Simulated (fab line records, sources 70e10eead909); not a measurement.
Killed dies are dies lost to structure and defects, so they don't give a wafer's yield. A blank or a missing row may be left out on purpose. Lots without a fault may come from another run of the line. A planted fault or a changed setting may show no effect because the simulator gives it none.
fab line records | flow nand_harc
record lots=11 wafers=33 last_day=24
route steps=1159 shown P_ZERO_WELL@46 P_STI@89 END@1159
lots that met no fault: from a run of the same line without faults
start_h: hours from the record's first day to the start of the lot's first wafer shown | wait_h: hours since the lot's step before | " the same as in the row above | L1.1+2: a row that stands for several wafers | - no value, or no start given | * or withheld: withheld | < > ~ a bound
route shown NAME@n: a module of which the file shows steps, and the number in the route of the first | usual: mean/standard deviation of fault-free wafers | same: alike in all rows | chamber/n: place in a boat | sites: the reading at each site | _std_site: their standard deviation | _edge_site: outer sites' mean less inner sites' | radius_mm: how far each site lies from the wafer's centre | mask NAME#n: copy n | behind: the tool/chamber that last shaped the wafer | hold: why the lot was held/for how many hours/how that ended | device: the transistor (n, p or np) that didn't switch | end of line: the same wafers' tests at the end of the route | a step without rows: its recipe alone | killed: dies lost to structure and defects at the first sort, not the wafer's yield | map: a wafer's dies, x killed, . not, _ none there
set.NAME: the setting as run; set.NAME@STEP: as run at that earlier step | model.NAME: the simulator's own value behind a step, which no gauge read
steps of the route over a sample of lots; a table a step, a row a wafer
services: from which hour (start_h, from the record's first day; less than 0 if before it) a tool's chamber was out of use, for how many hours, and why
## steps
# step NHARC_P_ZERO_WELL_DESCUM_39
# recipe time_s=3 o2_flow_sccm=200 ar_flow_sccm=0 bias_power_w=0 chemistry=O2
# usual drypump_motor_current_A=5.8/0.54 oes_product_au=1.003/0.0072 rf_vpp_V=57.6/0.8 showerhead_plenum_p_Torr=1.89/0.088 throttle_valve_pct=11.312/0.0085
# columns lot.wafer tool chamber start_h wait_h drypump_motor_current_A oes_product_au rf_hours_counter_h rf_vpp_V showerhead_plenum_p_Torr throttle_valve_pct
L151.4 rie_diel-01 3 22.22 - 6.7 0.998 5 57.5 1.79 11.315
L151.6 " 3 " " 6.7 1.003 - 57.4 1.79 11.317
L151.5 " 0 " " 6.3 1.000 - 57.7 1.99 11.299
L154.4 rie_diel-01 2 40.20 - 5.3 1.000 5 57.8 2.04 11.310
L154.2 " 0 " " 6.3 0.999 6 58.2 1.99 11.290
L154.6 " 1 " " 5.4 1.029 - 56.3 1.90 11.312
L159.3 rie_diel-03 3 70.28 - 5.9 1.008 3 58.2 1.87 11.315
L159.4 " 0 " " 5.8 1.014 2 57.7 1.85 11.315
L159.5 " 1 " " 5.3 1.007 - 56.7 1.81 11.316
L160.2 rie_diel-01 0 76.48 - 6.3 1.006 9 58.7 1.98 11.317
L160.4 " 1 " " 5.5 1.005 9 58.9 1.90 11.316
L160.5 " 0 " " 6.3 1.012 - 57.3 1.99 11.310
L161.1 rie_diel-03 1 82.35 - 5.3 0.991 4 56.1 1.81 11.315
L161.5 " 3 " " 5.9 1.003 - 58.1 1.87 11.316
L161.6 " 0 " " 5.8 1.000 - 57.4 1.85 11.325
L162.4 rie_diel-01 3 88.31 - 6.7 0.999 9 56.3 1.79 11.313
L162.1 " 0 " " 6.3 0.989 9 57.8 1.99 11.301
L162.2 " 1 " " 5.5 0.998 9 58.7 1.90 11.304
L166.4 rie_diel-01 2 112.29 - 5.3 0.993 10 58.1 2.04 11.307
L166.1 " 3 " " 6.7 1.013 10 57.1 1.79 11.325
L166.6 " 1 " " 5.4 1.011 - 57.5 1.90 11.300
L168.1 rie_diel-05 3 124.34 - 6.1 1.006 8 58.2 1.93 11.317
L168.6 " 1 " " 5.1 1.007 - 57.8 1.80 11.307
L168.4 " 3 " " 6.1 1.007 - 59.3 1.93 11.321
L170.3 rie_diel-05 1 136.32 - 5.1 1.004 9 56.5 1.80 11.311
L170.5 " 2 " " 6.6 1.004 - 57.7 2.00 11.306
L170.6 " 3 " " 6.1 1.006 - 56.3 1.93 11.318
L172.1 rie_diel-05 2 148.27 - 6.6 0.995 10 58.3 2.00 11.306
L172.2 " 3 " " 6.1 1.001 10 57.9 1.93 11.321
L172.4 " 3 " " 6.1 0.995 - 58.5 1.93 11.309
L173.4 rie_diel-01 1 154.42 - 5.4 0.998 1 57.3 1.90 11.309
L173.1 " 3 " " 6.7 1.007 1 57.5 1.79 11.313
L173.6 " 2 " " 5.3 1.000 - 57.9 2.04 11.322
# step NHARC_P_ZERO_WELL_EXPOSE_49
# recipe na=0.6 target_cd_nm=2000 dose_mj=22.64 mask_id=P_HVPW
# same na=0.6
# columns lot.wafer tool chamber start_h wait_h mask
L151.4+5+6 krf_scanner-04 0 23.55 - P_HVPW#0
L154.2+4+6 krf_scanner-03 0 41.51 - P_HVPW#0
L159.3+4+5 krf_scanner-04 0 71.60 - P_HVPW#0
L160.2+4+5 krf_scanner-03 0 77.79 - P_HVPW#0
L161.1+5+6 krf_scanner-03 0 83.53 - P_HVPW#0
L162.1+2+4 krf_scanner-03 0 89.49 - P_NWELL#0
L166.1+4+6 krf_scanner-03 0 113.47 - P_HVPW#0
L168.1+4+6 krf_scanner-03 0 125.55 - P_HVPW#0
L170.3+5+6 krf_scanner-03 0 137.65 - P_HVPW#0
L172.1+2+4 krf_scanner-03 0 149.64 - P_HVPW#0
L173.1+4+6 krf_scanner-03 0 155.62 - P_HVPW#0
# step NHARC_P_ZERO_WELL_CD_MEAS_52
# recipe target_cd_nm=2000 landing_energy_ev=500
# usual cd_nm=1999.8/1.3
# columns lot.wafer tool chamber start_h wait_h cd_nm
L151.4 cd_sem-02 0 23.70 - 2000.2
L151.5 " 0 " " 1998.8
L151.6 " 0 " " 1998.7
L154.2 cd_sem-03 0 41.66 - 1999.8
L154.4 " 0 " " 1998.8
L154.6 " 0 " " 2001.2
L159.3 cd_sem-03 0 71.75 - 1997.8
L159.4 " 0 " " 1998.7
L159.5 " 0 " " 1999.8
L160.2 cd_sem-01 0 77.94 - 2000.5
L160.4 " 0 " " 2001.4
L160.5 " 0 " " 2000.5
L161.1 cd_sem-01 0 83.69 - 2000.5
L161.5 " 0 " " 1998.7
L161.6 " 0 " " 2001.1
L162.1 cd_sem-01 0 89.65 - -
L162.2 " 0 " " -
L162.4 " 0 " " -
L166.1 cd_sem-01 0 113.63 - 1997.8
L166.4 " 0 " " 1999.3
L166.6 " 0 " " 1997.6
L168.1 cd_sem-03 0 125.70 - 2001.2
L168.4 " 0 " " 1999.0
L168.6 " 0 " " 2000.1
L170.3 cd_sem-01 0 137.80 - 2000.4
L170.5 " 0 " " 2000.0
L170.6 " 0 " " 1998.5
L172.1 cd_sem-01 0 149.79 - 1999.2
L172.2 " 0 " " 1999.9
L172.4 " 0 " " 1999.2
L173.1 cd_sem-02 0 155.78 - 1999.0
L173.4 " 0 " " 2000.9
L173.6 " 0 " " 1998.7
# step NHARC_P_ZERO_WELL_DESCUM_54
# recipe time_s=3 o2_flow_sccm=200 ar_flow_sccm=0 bias_power_w=0 chemistry=O2
# usual drypump_motor_current_A=5.9/0.58 oes_product_au=1.004/0.0069 rf_vpp_V=57.8/0.95 showerhead_plenum_p_Torr=1.91/0.088 throttle_valve_pct=11.311/0.0087
# columns lot.wafer tool chamber start_h wait_h drypump_motor_current_A oes_product_au rf_hours_counter_h rf_vpp_V showerhead_plenum_p_Torr throttle_valve_pct
L151.4 rie_diel-05 2 23.90 - 6.5 0.994 2 58.7 2.01 11.312
L151.6 " 3 " " 6.1 1.008 - 57.8 1.93 11.301
L151.5 " 0 " " 4.9 1.002 - 57.1 1.82 11.318
L154.4 rie_diel-05 1 41.83 - 5.1 0.997 3 56.4 1.81 11.312
L154.2 " 3 " " 6.1 1.009 3 57.8 1.93 11.313
L154.6 " 0 " " 4.9 0.997 - 56.8 1.82 11.327
L159.4 rie_diel-01 2 71.92 - 5.3 1.007 7 58.2 2.04 11.317
L159.3 " 3 " " 6.7 1.007 8 58.8 1.79 11.298
L159.5 " 1 " " 5.5 1.007 - 57.3 1.90 11.304
L160.4 rie_diel-01 1 78.11 - 5.5 1.007 9 58.1 1.90 11.322
L160.2 " 2 " " 5.3 1.005 7 59.7 2.04 11.308
L160.5 " 1 " " 5.5 1.013 - 57.8 1.90 11.302
L161.1 rie_diel-05 1 83.88 - 5.1 1.009 8 57.6 1.80 11.313
L161.6 " 2 " " 6.6 1.001 - 57.3 2.01 11.307
L161.5 " 1 " " 5.1 1.006 - 59.1 1.80 11.317
L162.1 rie_diel-05 1 89.81 - 5.1 1.001 8 56.0 1.80 11.295
L162.2 " 3 " " 6.1 1.002 7 58.1 1.93 11.325
L162.4 " 3 " " 6.1 1.016 - 58.7 1.93 11.324
L166.1 rie_diel-05 2 113.82 - 6.6 1.003 8 58.0 2.01 11.292
L166.4 " 1 " " 5.1 1.003 - 57.5 1.80 11.306
L166.6 " 3 " " 6.1 1.002 - 56.3 1.93 11.319
L168.4 rie_diel-01 3 125.87 - 6.7 1.015 11 56.9 1.79 11.319
L168.1 " 1 " " 5.5 1.009 12 57.1 1.90 11.324
L168.6 " 3 " " 6.7 1.000 - 56.6 1.79 11.309
L170.3 rie_diel-01 1 137.96 - 5.5 1.000 13 57.0 1.90 11.310
L170.5 " 0 " " 6.3 0.996 - 58.1 1.98 11.306
L170.6 " 1 " " 5.5 1.005 - 56.6 1.90 11.306
L172.1 rie_diel-05 3 149.98 - 6.1 1.011 11 58.2 1.93 11.312
L172.2 " 1 " " 5.1 0.992 11 58.5 1.80 11.301
L172.4 " 1 " " 5.1 1.000 - 57.1 1.80 11.312
L173.1 rie_diel-01 2 155.95 - 5.3 1.008 0 57.4 2.04 11.320
L173.4 " 3 " " 6.7 1.000 1 56.2 1.79 11.310
L173.6 " 3 " " 6.7 1.000 - 57.3 1.79 11.296
# step NHARC_P_STI_ETCH_31
# recipe target_depth_a=1089 time_s=54.5 cf4_flow_sccm=100 chf3_flow_sccm=30 ar_flow_sccm=0 rf_w=500 bias_w=200 chemistry=CF4/CHF3
# usual chf3_flow_sccm=29.99/0.1 drypump_motor_current_A=5.9/0.49 oes_product_au=0.959/0.017 rf_vpp_V=370.5/2 showerhead_plenum_p_Torr=1.57/0.058 throttle_valve_pct=16.803/0.0087
# columns lot.wafer tool chamber start_h wait_h chf3_flow_sccm drypump_motor_current_A oes_product_au rf_hours_counter_h rf_vpp_V showerhead_plenum_p_Torr throttle_valve_pct
L151.4 rie_diel-12 0 - - 30.03 6.3 0.963 0.4 372.3 1.67 16.798
L151.5 " 2 " " 29.90 6.4 0.961 - 370.3 1.57 16.794
L151.6 " 3 " " 30.05 5.5 0.967 - 371.5 1.58 16.805
L154.4 rie_diel-12 0 - - 30.10 6.3 0.916 1.3 373.8 1.67 16.801
L154.2 " 2 " " 29.93 6.4 0.925 1.3 372.5 1.57 16.797
L154.6 " 0 " " 30.10 6.3 0.914 - 373.3 1.67 16.799
L159.3 rie_diel-12 3 - - 30.00 5.5 0.945 2.0 370.0 1.58 16.797
L159.4 " 1 " " 30.04 5.6 0.936 - 371.8 1.58 16.785
L159.5 " 2 " " 29.88 6.4 0.944 - 371.7 1.57 16.792
L160.2 rie_diel-06 3 - - 30.11 5.8 0.972 0.5 372.7 1.64 16.820
L160.4 " 1 " " 30.02 6.3 0.954 0.5 367.7 1.53 16.812
L160.5 " 2 " " 29.96 5.5 0.961 - 371.7 1.59 16.820
L161.1 rie_diel-12 1 - - 30.01 5.6 0.961 2.5 372.0 1.58 16.804
L161.5 " 2 " " 30.08 6.4 0.971 - 370.2 1.57 16.792
L161.6 " 3 " " 29.99 5.5 0.974 - 370.1 1.58 16.795
L166.4 rie_diel-06 3 - - 29.96 5.9 0.971 1.1 372.9 1.63 16.796
L166.1 " 0 " " 29.85 6.5 0.966 1.1 372.7 1.69 16.786
L166.6 " 2 " " 29.82 5.5 0.960 - 369.7 1.59 16.803
L168.1 rie_diel-04 2 - - 29.92 6.3 0.968 1.3 369.2 1.50 16.806
L168.4 " 3 " " 29.80 6.4 0.970 1.0 367.4 1.49 16.818
L168.6 " 1 " " 30.10 5.4 0.946 - 369.0 1.53 16.797
L170.3 rie_diel-12 0 - - 29.87 6.3 0.964 4.8 374.6 1.67 16.797
L170.6 " 1 " " 29.98 5.6 0.969 - 370.3 1.58 16.811
L170.5 " 2 " " 29.83 6.4 0.965 - 370.6 1.57 16.796
L172.1 rie_diel-04 3 - - 30.06 6.4 0.966 2.9 366.5 1.49 16.786
L172.4 " 1 " " 30.05 5.4 0.943 3.4 369.1 1.53 16.801
L172.2 " 2 " " 30.07 6.3 0.977 3.3 368.6 1.50 16.810
L173.4 rie_diel-04 0 - - 29.91 5.0 0.961 3.2 371.5 1.63 16.808
L173.1 " 1 " " 29.96 5.4 0.954 3.7 369.6 1.53 16.809
L173.6 " 0 " " 29.88 5.0 0.971 - 371.2 1.63 16.793
# step NHARC_END_SORT_01
# recipe temp_c=25
# usual killed_at_array=26/9.9 killed_at_other=0.8/1 killed_at_periphery=2.8/2.2 killed_dies=29/9.9 killed_open=3.2/1.8 killed_short=2.1/1.4
# same gross_dies=677
# columns lot.wafer tool chamber start_h wait_h killed_at_array killed_at_other killed_at_periphery killed_dies killed_open killed_short
L159.3 prober-02 0 498.12 3.1 24 0 1 25 4 3
L159.4 prober-02 0 498.94 3.4 16 1 1 18 2 3
L159.5 prober-02 0 499.75 3.7 17 2 0 19 1 0
L161.1 prober-02 0 504.44 2.5 43 0 1 44 3 1
L161.5 prober-02 0 507.66 3.7 30 2 2 34 0 1
L161.6 prober-02 0 508.46 4.0 31 0 3 34 4 0
L160.2 prober-01 0 505.13 2.8 15 1 1 17 3 2
L160.4 prober-01 0 506.73 3.4 19 0 1 20 2 3
L160.5 prober-01 0 507.52 3.7 18 0 2 20 1 0
L162.1 prober-02 0 517.46 2.5 26 0 651 677 4 2
L162.2 prober-02 0 518.25 2.8 26 1 650 677 8 1
L162.4 prober-02 0 519.85 3.4 23 1 653 677 4 1
# killed by level:class
L159.3 A_CONTACT:chamber_film_flake=8 A_CONTACT:geometric_particle:open=3 A_CHANNEL_FILL_D1:chamber_film_flake=3 A_STAIRCASE:chamber_film_flake=3 A_SGD_CUT:geometric_particle:short=2 A_CHANNEL_HOLE_D1:chamber_film_flake=2 A_CHANNEL_FILL_D1:geometric_particle:short=1 A_WL_FILL:geometric_particle:open=1
L159.4 A_STAIRCASE:chamber_film_flake=4 A_CONTACT:chamber_film_flake=4 A_CHANNEL_FILL_D1:geometric_particle:short=2 A_CHANNEL_FILL_D1:geometric_particle:open=1 A_SGD_CUT:geometric_particle:short=1 A_CONTACT:geometric_particle:open=1 P_GATE:chamber_film_flake=1 A_ZERO_WELL:chamber_film_flake=1
L159.5 A_CONTACT:chamber_film_flake=7 A_STAIRCASE:chamber_film_flake=5 A_CHANNEL_HOLE_D1:chamber_film_flake=3 HYBRID_BOND:chamber_film_flake=2 A_BLC:geometric_particle:open=1 A_WL_FILL:chamber_film_flake=1
L161.1 A_CHANNEL_HOLE_D1:chamber_film_flake=17 A_SLIT:chamber_film_flake=14 A_SGD_CUT:chamber_film_flake=4 A_CONTACT:chamber_film_flake=2 A_ONON_D1:geometric_particle:short=1 A_BLC:geometric_particle:open=1 A_M0:geometric_particle:open=1 A_M1:geometric_particle:open=1
L160.2 A_CONTACT:chamber_film_flake=7 A_STAIRCASE:chamber_film_flake=3 A_CONTACT:geometric_particle:open=2 P_GATE:geometric_particle:open=1 A_WL_FILL:geometric_particle:short=1 STARTING-WAFER:geometric_particle:short=1 A_CHANNEL_HOLE_D1:chamber_film_flake=1 A_CHANNEL_FILL_D1:chamber_film_flake=1
L160.4 A_STAIRCASE:chamber_film_flake=6 A_CONTACT:chamber_film_flake=6 A_CHANNEL_FILL_D1:geometric_particle:open=2 A_CHANNEL_HOLE_D1:chamber_film_flake=2 A_CHANNEL_FILL_D1:geometric_particle:short=1 A_WL_FILL:geometric_particle:short=1 A_CONTACT:geometric_particle:short=1 P_ZERO_WELL:chamber_film_flake=1
L160.5 A_STAIRCASE:chamber_film_flake=7 A_CHANNEL_HOLE_D1:chamber_film_flake=5 A_CONTACT:chamber_film_flake=4 P_M0:geometric_particle:open=1 P_GATE:chamber_film_flake=1 A_SLIT:chamber_film_flake=1 A_BLC:chamber_film_flake=1
L161.5 A_CHANNEL_HOLE_D1:chamber_film_flake=12 A_SLIT:chamber_film_flake=6 A_STAIRCASE:chamber_film_flake=3 A_SGD_CUT:chamber_film_flake=3 P_STI:chamber_film_flake=2 A_ZERO_WELL:chamber_film_flake=2 THIN_TSV:chamber_film_flake=2 A_M0:geometric_particle:short=1
L161.6 A_SLIT:chamber_film_flake=12 A_CHANNEL_HOLE_D1:chamber_film_flake=10 A_SGD_CUT:chamber_film_flake=3 A_CONTACT:chamber_film_flake=2 P_CONTACT:geometric_particle:open=1 A_CHANNEL_HOLE_D1:geometric_particle:open=1 A_BLC:geometric_particle:open=1 A_M1:geometric_particle:open=1
L162.1 P_ZERO_WELL:area_expose=644 A_STAIRCASE:chamber_film_flake=7 A_SLIT:chamber_film_flake=5 A_M1:chamber_film_flake=5 A_CHANNEL_HOLE_D1:chamber_film_flake=4 P_CONTACT:geometric_particle:open=3 P_ZERO_WELL:chamber_film_flake=2 A_CONTACT:chamber_film_flake=2
L162.2 P_ZERO_WELL:area_expose=642 A_STAIRCASE:chamber_film_flake=10 A_CHANNEL_HOLE_D1:chamber_film_flake=5 A_SLIT:chamber_film_flake=4 P_GATE:geometric_particle:open=2 P_ZERO_WELL:chamber_film_flake=2 P_STI:chamber_film_flake=2 A_M1:chamber_film_flake=2
L162.4 P_ZERO_WELL:area_expose=648 A_STAIRCASE:chamber_film_flake=8 A_CHANNEL_HOLE_D1:chamber_film_flake=4 A_SLIT:chamber_film_flake=4 P_STI:chamber_film_flake=3 A_CONTACT:chamber_film_flake=2 P_M1:geometric_particle:open=1 P_M2:geometric_particle:short=1
## services
# columns tool chamber start_h hours kind
rie_diel-04 1 -0.21 2.7 repair
krf_scanner-03 - 1.44 4.0 pm
rie_diel-12 - 25.40 9.0 pm
rie_diel-03 1 26.85 10.4 repair
rie_diel-06 3 27.21 3.7 repair
rie_diel-03 3 31.03 5.1 repair
rie_diel-03 - 38.30 9.0 pm
rie_diel-05 0 43.36 118.1 repair
krf_scanner-04 - 45.40 0.7 repair
rie_diel-03 0 63.07 7.1 repair
rie_diel-06 - 64.20 9.0 pm
rie_diel-04 0 74.52 7.4 repair
rie_diel-12 0 83.27 3.6 repair
rie_diel-05 1 97.08 4.5 repair
rie_diel-06 - 102.34 0.9 repair
krf_scanner-04 - 108.14 1.2 repair
rie_diel-04 - 111.90 9.0 pm
rie_diel-01 2 112.53 6.3 repair
krf_scanner-04 - 113.00 1.2 repair
krf_scanner-04 - 126.00 4.0 pm
rie_diel-01 - 138.10 9.0 pm
rie_diel-12 - 149.33 0.8 repair
rie_diel-05 - 163.60 9.0 pm
krf_scanner-03 - 173.44 4.0 pm
## key
first_sign step=NHARC_P_ZERO_WELL_EXPOSE_49 reading=mask direction=changed
effect step=NHARC_P_ZERO_WELL_CD_MEAS_52 reading=cd_nm direction=missing
effect step=NHARC_END_SORT_01 reading=killed_at_periphery direction=up sigmas=99+ usual=2.8 struck=651.3
more_kills_born_at NHARC_P_ZERO_WELL_EXPOSE_49@krf_scanner-03=1934
met_at NHARC_P_ZERO_WELL_EXPOSE_49
struck_lots L162
later_rows_left_out L162.1,L162.2,L162.4
tester_left_out L162
not_acting_at NHARC_P_ZERO_WELL_DESCUM_39,NHARC_P_ZERO_WELL_DESCUM_54,NHARC_P_STI_ETCH_31
onset_between 83.53 89.49
fault kind=wrong_mask tool=any chamber=- onset_h=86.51 steps=NHARC_P_ZERO_WELL_EXPOSE_49 aux_copy=P_NWELL#0 scope=struck_lots_only
# tester_left_out: of these lots the tester's yield and bins aren't shown, on N5 and GAA mostly nor the transistor test; their killed dies are dies lost to structure and defects alone, not to doping, threshold or leakage, so they don't give the yield
# later_rows_left_out: the simulator's readings of these wafers behind a module that went badly wrong aren't trusted and aren't shown, but for the sort
